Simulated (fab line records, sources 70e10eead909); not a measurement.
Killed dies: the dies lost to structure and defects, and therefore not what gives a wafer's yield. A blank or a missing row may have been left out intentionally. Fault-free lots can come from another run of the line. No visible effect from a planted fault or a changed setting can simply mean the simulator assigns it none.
fab line records    flow nand_harc
record lots=13  wafers=39  last_day=23
route steps=1159 shown P_BONDPAD@375 A_ONON_D1@425 END@1159
lots untouched by any fault: they come from a run of this same line in which no faults occurred
start_h: hours from the record's opening day to when the first of the lot's shown wafers began    wait_h: time in hours since the lot's previous step    " unchanged from the row above    L1.1+2: a single row standing in for several wafers    - either no value or no given start    * or withheld: withheld    < > ~ a bound
route shown NAME@n: names a module that has steps shown in the file, with the first one's number in the route    usual: mean/standard deviation taken from wafers without a fault    same: alike in all rows    chamber/n: place in a boat    sites: readings site by site    _std_site: standard deviation across them    _edge_site: mean of outer sites minus mean of inner sites    radius_mm: how far each site lies from the wafer's centre    mask NAME#n: copy n    behind: the last tool/chamber to shape the wafer    hold: what put the lot on hold/how long, in hours/how the hold closed    device: which transistor (n, p or np) failed to switch    end of line: the route-end tests of the same wafers    where a step has no rows: the recipe by itself    killed: not the wafer's yield, but the dies lost to structure and defects at the first sort    map: shows each die of a wafer: x if killed, . if not, _ if none is there
set.NAME: the setting the step ran with; set.NAME@STEP: the setting that earlier step ran with    model.NAME: the simulator's own value behind a step, which no gauge read
a sample of lots followed through the steps of the route, with each step as a table and each wafer as a row
services: a tool's chamber out of use, with start hour (start_h, from the record's first day; less than 0 if before it), hours out, and reason
## steps
# step NHARC_P_BONDPAD_PRE_CLEAN_26
# recipe time_s=30  temp_c=280  gas=H2/He
# usual heater_power_w=418/29  susceptor_temp_C=280.00/0.18
# same time_s=30
lot.wafer  tool            chamber  start_h  wait_h  heater_power_w  susceptor_temp_C
L145.3     pvd_sputter-02  -        -        -       433             280.13
L145.2     "               -        "        "       454             280.23
L145.4     "               -        "        "       417             279.68
L148.3     pvd_sputter-02  -        -        -       425             279.76
L148.6     "               -        "        "       428             279.75
L148.5     "               -        "        "       450             279.99
L149.2     pvd_sputter-03  -        -        -       437             279.80
L149.1     "               -        "        "       388             280.27
L149.5     "               -        "        "       427             280.04
L150.3     pvd_sputter-02  -        -        -       416             280.04
L150.4     "               -        "        "       367             280.20
L150.2     "               -        "        "       426             279.94
L152.2     pvd_sputter-03  -        -        -       427             279.99
L152.6     "               -        "        "       446             279.92
L152.5     "               -        "        "       397             279.93
L153.4     pvd_sputter-03  -        -        -       392             279.95
L153.3     "               -        "        "       433             280.13
L153.2     "               -        "        "       368             279.86
L154.4     pvd_sputter-03  -        -        -       427             280.06
L154.2     "               -        "        "       365             280.02
L154.1     "               -        "        "       438             280.03
L155.1     pvd_sputter-03  -        -        -       429             280.17
L155.3     "               -        "        "       392             280.00
L155.2     "               -        "        "       377             279.92
L157.1     pvd_sputter-02  -        -        -       431             279.73
L157.4     "               -        "        "       414             279.62
L157.6     "               -        "        "       429             280.06
L156.1     pvd_sputter-02  -        -        -       433             280.04
L156.3     "               -        "        "       363             279.97
L156.6     "               -        "        "       425             279.82
L159.3     pvd_sputter-01  -        -        -       464             279.72
L159.2     "               -        "        "       432             279.99
L159.5     "               -        "        "       452             280.09
L164.3     pvd_sputter-02  -        -        -       464             280.16
L164.1     "               -        "        "       422             279.90
L164.5     "               -        "        "       470             279.75
L166.4     pvd_sputter-03  -        -        -       436             280.18
L166.3     "               -        "        "       394             279.93
L166.6     "               -        "        "       423             279.97
# step NHARC_P_BONDPAD_CMP_19
# recipe t_overpolish_s=30  cu_recess_touch_s=16  target_thk_nm=160.81
# usual motor_current_A=11.4/1.4  overpolish_run_s=30.002/0.0086
lot.wafer  tool    chamber  start_h  wait_h  motor_current_A  overpolish_run_s
L145.4     cmp-01  2        139.12   -       12.2             29.987
L145.2     "       3        "        "       10.4             30.001
L145.3     "       0        "        "       10.0             29.996
L148.3     cmp-04  2        157.32   -       11.5             29.983
L148.6     "       2        "        "       10.7             30.004
L148.5     "       3        "        "       10.0             30.011
L149.1     cmp-01  1        165.31   -       13.5             30.006
L149.2     "       2        "        "       13.1             30.004
L149.5     "       1        "        "       13.5             30.000
L150.3     cmp-04  3        168.31   -       9.9              30.027
L150.4     "       0        "        "       12.1             30.011
L150.2     "       2        "        "       10.7             29.995
L152.2     cmp-01  1        178.61   -       13.7             30.006
L152.5     "       0        "        "       10.0             30.000
L152.6     "       1        "        "       14.6             30.008
L153.3     cmp-02  1        189.54   -       12.4             30.008
L153.2     "       3        "        "       11.9             30.009
L153.4     "       0        "        "       12.1             29.988
L154.4     cmp-01  3        190.50   -       9.3              30.001
L154.2     "       1        "        "       13.6             30.003
L154.1     "       2        "        "       12.7             29.985
L155.1     cmp-02  2        203.44   -       9.8              29.997
L155.2     "       3        "        "       12.2             30.011
L155.3     "       0        "        "       12.1             30.007
L157.1     cmp-02  0        204.66   -       12.2             29.994
L157.4     "       1        "        "       13.1             30.025
L157.6     "       1        "        "       13.6             30.012
L156.3     cmp-02  3        205.95   -       12.4             30.002
L156.1     "       0        "        "       12.3             30.005
L156.6     "       1        "        "       12.5             30.014
L159.2     cmp-04  2        228.24   -       11.2             30.012
L159.3     "       3        "        "       10.8             30.016
L159.5     "       1        "        "       10.0             30.010
L164.1     cmp-04  2        250.65   -       10.7             29.991
L164.3     "       0        "        "       12.3             30.003
L164.5     "       1        "        "       10.7             30.002
L166.3     cmp-04  2        258.63   -       11.5             30.009
L166.4     "       0        "        "       12.3             29.998
L166.6     "       3        "        "       10.4             29.991
# step NHARC_A_ONON_D1_THK_MEAS_02
# recipe thk_meas_gauge=ellipsometry
# usual thk_nm=999/9
lot.wafer  tool           chamber  start_h  wait_h  thk_nm
L145.2     film_metro-01  -        163.78   -       985
L145.3     "              -        "        "       986
L145.4     "              -        "        "       986
L148.3     film_metro-02  -        182.32   -       999
L148.5     "              -        "        "       998
L148.6     "              -        "        "       998
L150.2     film_metro-01  -        194.05   -       997
L150.3     "              -        "        "       996
L150.4     "              -        "        "       998
L149.1     film_metro-02  -        194.06   -       1007
L149.2     "              -        "        "       1006
L149.5     "              -        "        "       1004
L152.2     film_metro-02  -        202.39   -       1004
L152.5     "              -        "        "       1004
L152.6     "              -        "        "       1005
L153.2     film_metro-02  -        213.92   -       993
L153.3     "              -        "        "       993
L153.4     "              -        "        "       992
L154.1     film_metro-01  -        213.94   -       993
L154.2     "              -        "        "       994
L154.4     "              -        "        "       993
L157.1     film_metro-01  -        230.76   -       1009
L157.4     "              -        "        "       1009
L157.6     "              -        "        "       1007
L155.1     film_metro-01  -        230.80   -       999
L155.2     "              -        "        "       999
L155.3     "              -        "        "       999
L156.1     film_metro-02  -        230.81   -       1005
L156.3     "              -        "        "       1003
L156.6     "              -        "        "       1004
L159.2     film_metro-01  -        252.69   -       995
L159.3     "              -        "        "       996
L159.5     "              -        "        "       995
L164.1     film_metro-01  -        274.37   -       991
L164.3     "              -        "        "       989
L164.5     "              -        "        "       989
L166.3     film_metro-01  -        282.81   -       1002
L166.4     "              -        "        "       1001
L166.6     "              -        "        "       1004
# step NHARC_A_ONON_D1_DEP_06
# recipe target_thk_a=10000  n2_flow_sccm=2750  n2o_flow_sccm=2000  nh3_flow_sccm=500  sih4_flow_sccm=210  temp_c=400
# usual susceptor_temp_C=400.00/0.24
lot.wafer  tool           chamber  start_h  wait_h  susceptor_temp_C
L145.2     pecvd_onon-02  0        164.46   0.1     400.04
L145.3     "              0        "        "       400.03
L145.4     "              0        "        "       400.32
L148.3     pecvd_onon-02  0        183.06   0.2     399.77
L148.5     "              0        "        "       399.89
L148.6     "              0        "        "       399.96
L149.1     pecvd_onon-01  0        194.68   0.1     400.05
L149.2     "              0        "        "       400.19
L149.5     "              0        "        "       400.29
L150.2     pecvd_onon-04  0        194.73   0.1     400.30
L150.3     "              0        "        "       399.90
L150.4     "              0        "        "       400.32
L152.2     pecvd_onon-02  0        203.34   0.4     400.11
L152.5     "              0        "        "       399.75
L152.6     "              0        "        "       399.66
L154.1     pecvd_onon-04  0        214.81   0.2     399.86
L154.2     "              0        "        "       400.01
L154.4     "              0        "        "       400.01
L153.2     pecvd_onon-01  0        214.86   0.2     399.73
L153.3     "              0        "        "       400.08
L153.4     "              0        "        "       399.71
L157.1     pecvd_onon-02  0        231.39   0.1     400.33
L157.4     "              0        "        "       399.92
L157.6     "              0        "        "       399.57
L155.1     pecvd_onon-01  0        231.42   0.1     400.01
L155.2     "              0        "        "       400.03
L155.3     "              0        "        "       399.86
L156.1     pecvd_onon-04  0        231.46   0.1     399.91
L156.3     "              0        "        "       399.79
L156.6     "              0        "        "       399.93
L159.2     pecvd_onon-04  0        253.37   0.1     399.77
L159.3     "              0        "        "       399.59
L159.5     "              0        "        "       400.09
L164.1     pecvd_onon-04  0        274.98   0.1     400.03
L164.3     "              0        "        "       400.22
L164.5     "              0        "        "       399.80
L166.3     pecvd_onon-04  0        283.55   0.2     399.86
L166.4     "              0        "        "       399.82
L166.6     "              0        "        "       399.77
# step NHARC_A_ONON_D1_THK_MEAS_08
# recipe thk_meas_gauge=ellipsometry
# usual thk_nm=1001/9.5
lot.wafer  tool           chamber  start_h  wait_h  thk_nm
L145.2     film_metro-02  -        164.92   -       1012
L145.3     "              -        "        "       1011
L145.4     "              -        "        "       1013
L148.3     film_metro-01  -        183.45   -       1003
L148.5     "              -        "        "       1003
L148.6     "              -        "        "       1000
L150.2     film_metro-02  -        195.18   -       1009
L150.3     "              -        "        "       1009
L150.4     "              -        "        "       1009
L149.1     film_metro-02  -        195.19   -       984
L149.2     "              -        "        "       983
L149.5     "              -        "        "       983
L152.2     film_metro-02  -        203.79   -       1006
L152.5     "              -        "        "       1003
L152.6     "              -        "        "       1004
L154.1     film_metro-01  -        215.31   -       1012
L154.2     "              -        "        "       1011
L154.4     "              -        "        "       1011
L153.2     film_metro-02  -        215.32   -       1000
L153.3     "              -        "        "       1003
L153.4     "              -        "        "       999
L157.1     film_metro-02  -        231.90   -       999
L157.4     "              -        "        "       998
L157.6     "              -        "        "       1000
L155.1     film_metro-02  -        231.93   -       996
L155.2     "              -        "        "       995
L155.3     "              -        "        "       996
L156.1     film_metro-01  -        231.97   -       1013
L156.3     "              -        "        "       1011
L156.6     "              -        "        "       1012
L159.2     film_metro-01  -        253.83   -       998
L159.3     "              -        "        "       998
L159.5     "              -        "        "       997
L164.1     film_metro-02  -        275.49   -       409
L164.3     "              -        "        "       998
L164.5     "              -        "        "       409
L166.3     film_metro-01  -        283.94   -       972
L166.4     "              -        "        "       972
L166.6     "              -        "        "       384
# step NHARC_END_SORT_01
# recipe temp_c=25
# usual killed_at_array=27/9.9  killed_at_other=0.5/0.76  killed_at_periphery=3.4/2.2  killed_dies=31/10  killed_open=3.3/2  killed_short=2.0/1.5
# same gross_dies=677
lot.wafer  tool       chamber  start_h  wait_h  killed_at_array  killed_at_other  killed_at_periphery  killed_dies  killed_open  killed_short
L164.1     prober-01  0        550.27   2.5     670              1                6                    677          5            1
L164.3     prober-01  0        551.88   3.1     16               0                2                    18           3            1
L164.5     prober-01  0        553.49   3.7     669              2                6                    677          7            1
L166.3     prober-02  0        559.67   3.1     30               0                3                    33           3            2
L166.4     prober-02  0        560.48   3.4     41               0                3                    44           6            3
L166.6     prober-02  0        562.10   4.1     675              0                2                    677          1            0
# killed by level:class
L164.1 A_ONON_D1:area_dep=655 A_CHANNEL_HOLE_D1:chamber_film_flake=6 P_M0:geometric_particle:open=2 A_STAIRCASE:chamber_film_flake=2 A_CONTACT:chamber_film_flake=2 A_M1:chamber_film_flake=2 P_GATE:geometric_particle:short=1 P_GATE:geometric_particle:open=1
L164.3 A_CHANNEL_HOLE_D1:chamber_film_flake=7 A_M1:chamber_film_flake=3 P_CONTACT:geometric_particle:short=1 A_SOURCE_PLATE:geometric_particle:open=1 A_ONON_D1:geometric_particle:open=1 A_M1:geometric_particle:open=1 P_BONDPAD:chamber_film_flake=1 A_STAIRCASE:chamber_film_flake=1
L164.5 A_ONON_D1:area_dep=655 A_CHANNEL_HOLE_D1:chamber_film_flake=6 A_CONTACT:chamber_film_flake=4 P_CONTACT:geometric_particle:open=3 THIN_TSV:chamber_film_flake=2 P_STI:geometric_particle:open=1 P_CONTACT:geometric_particle:short=1 P_M0:geometric_particle:open=1
L166.3 A_SLIT:chamber_film_flake=22 A_CHANNEL_HOLE_D1:chamber_film_flake=2 A_M1:chamber_film_flake=2 P_STI:geometric_particle:open=1 P_CONTACT:geometric_particle:open=1 A_ONON_D1:geometric_particle:open=1 A_CHANNEL_FILL_D1:geometric_particle:short=1 A_M0:geometric_particle:short=1
L166.4 A_SLIT:chamber_film_flake=16 A_CHANNEL_HOLE_D1:chamber_film_flake=8 A_CONTACT:chamber_film_flake=7 A_CHANNEL_FILL_D1:geometric_particle:open=3 A_M0:geometric_particle:short=2 P_M2:chamber_film_flake=2 P_CONTACT:geometric_particle:open=1 A_ONON_D1:geometric_particle:open=1
L166.6 A_ONON_D1:area_dep=638 A_SLIT:chamber_film_flake=18 A_CHANNEL_HOLE_D1:chamber_film_flake=8 A_CONTACT:chamber_film_flake=7 P_M2:chamber_film_flake=2 A_WL_FILL:geometric_particle:open=1 A_ZERO_WELL:chamber_film_flake=1 A_STAIRCASE:chamber_film_flake=1
## services
tool            chamber  start_h  hours  kind
cmp-04          -        117.29   0.8    repair
pvd_sputter-03  -        117.59   1.5    repair
cmp-02          -        128.59   4.0    pm
cmp-02          -        132.59   -      consumable_replace:conditioner
cmp-04          -        148.06   2.4    repair
pvd_sputter-03  -        155.92   2.0    repair
pvd_sputter-01  -        158.17   10.0   pm
cmp-01          -        159.67   0.3    repair
cmp-02          -        167.30   0.9    repair
cmp-04          -        171.01   5.5    repair
cmp-01          -        179.53   4.0    pm
pecvd_onon-01   -        195.03   13.0   pm
cmp-01          -        202.59   3.6    repair
cmp-04          -        203.07   4.0    pm
cmp-04          -        207.07   -      consumable_replace:conditioner
cmp-04          -        207.07   -      consumable_replace:pad
pecvd_onon-02   -        208.27   11.4   repair
pvd_sputter-03  -        215.16   12.0   repair
pvd_sputter-02  -        218.80   2.2    repair
pvd_sputter-02  -        222.76   4.5    repair
cmp-02          -        226.59   4.0    pm
pecvd_onon-04   -        237.09   13.0   pm
cmp-01          -        277.62   4.0    pm
pvd_sputter-03  -        280.00   10.0   pm
## key
first_sign step=NHARC_A_ONON_D1_THK_MEAS_08  reading=thk_nm  direction=down  sigmas=63  usual=1001  struck=400
effect step=NHARC_END_SORT_01  reading=killed_at_array  direction=up  sigmas=65  usual=27  struck=671
more_kills_born_at NHARC_A_ONON_D1_DEP_06@pecvd_onon-04=1948
met_at NHARC_A_ONON_D1_DEP_06
struck_lots L164,L166
struck_wafers L164.1,L164.5,L166.6
later_rows_left_out L164.1,L164.5,L166.6
tester_left_out L164,L166
not_acting_at NHARC_P_BONDPAD_PRE_CLEAN_26,NHARC_P_BONDPAD_CMP_19,NHARC_A_ONON_D1_THK_MEAS_02
onset_between 253.37 274.98
fault kind=process_parameter_drift  tool=pecvd_onon-04  chamber=-  onset_h=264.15  steps=NHARC_A_ONON_D1_DEP_06  channel=target_thk_a  offset=*  shape=step  end_h=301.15  scope=struck_wafers_only  acts_in=*  stated=*
# tester_left_out: of these lots the tester's yield and bins aren't shown, on N5 and GAA mostly nor the transistor test; their killed dies are dies lost to structure and defects alone, not to doping, threshold or leakage, so they don't give the yield
# later_rows_left_out: the simulator's readings of these wafers behind a module that went badly wrong aren't trusted and aren't shown, but for the sort
